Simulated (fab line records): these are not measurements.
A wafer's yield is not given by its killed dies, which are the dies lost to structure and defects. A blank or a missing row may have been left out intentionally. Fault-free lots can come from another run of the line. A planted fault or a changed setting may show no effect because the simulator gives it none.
Chamber matching    flow n5_finfet    N5_BEOL_M0_SAQP_HM_DEP_111 on pecvd-04 has 3 sister chambers
The step deposits SiO2 from SiH4/N2O, target thk 12 nm, time 7.2 s. 20 wafers are shown with their chamber, then 10 later ones without.

== WAFERS, EACH WITH ITS CHAMBER ==
wafer   chamber  showerhead_plenum_p_Torr (Torr)  heater_power_w (W)
L075.1  2        7.89                             994
L075.2  0        8.22                             896
L075.3  1        8.06                             916
L077.1  1        8.04                             844
L077.2  2        7.90                             916
L077.3  0        8.19                             852
L077.4  0        8.21                             857
L077.5  2        7.91                             898
L077.6  1        8.05                             842
L078.4  1        8.04                             844
L078.5  2        7.91                             984
L078.6  1        8.05                             872
L079.2  2        7.91                             976
L079.3  1        8.04                             889
L079.6  1        8.05                             895
L083.3  0        8.20                             772
L083.4  0        8.23                             769
L083.5  2        7.89                             959
L086.2  0        8.21                             811
L086.3  2        7.92                             983

SIGNATURES (averages over the wafers above)
reading                   chamber 0  chamber 1  chamber 2  scatter within a chamber
showerhead_plenum_p_Torr  8.2100     8.0471     7.9043     0.0112
heater_power_w            826.17     871.71     958.57     39.4
Rule: for a wafer and a chamber, the distance is found by dividing, reading by reading, the gap between the wafer's reading and the chamber's mean by the reading's scatter, squaring, summing and taking the root. The wafer belongs to the nearest chamber; if the next one is less than 2 further off, it can't be placed. The scatter is the square root of a quotient: the sum, over the shown wafers, of each reading's squared deviation from its chamber's mean, divided by wafers minus chambers.

== WAFERS WHOSE CHAMBER IS MISSING ==
wafer   showerhead_plenum_p_Torr (Torr)  heater_power_w (W)
L086.6  8.21                             789
L089.2  8.22                             841
L089.3  7.90                             880
L089.6  7.90                             867
L093.3  8.06                             919
L093.5  8.06                             911
L093.6  7.92                             978
L095.2  8.07                             913
L095.4  8.18                             829
L095.6  7.91                             994

== WHICH CHAMBER EACH ONE RAN IN ==
wafer   from the rows above  in truth
L086.6  0                    0
L089.2  0                    0
L089.3  2                    2
L089.6  2                    2
L093.3  1                    1
L093.5  1                    1
L093.6  2                    2
L095.2  1                    1
L095.4  0                    0
L095.6  2                    2
Correctly placed: 10 of 10. Can't be placed from these rows: 0. Wrongly placed: 0.
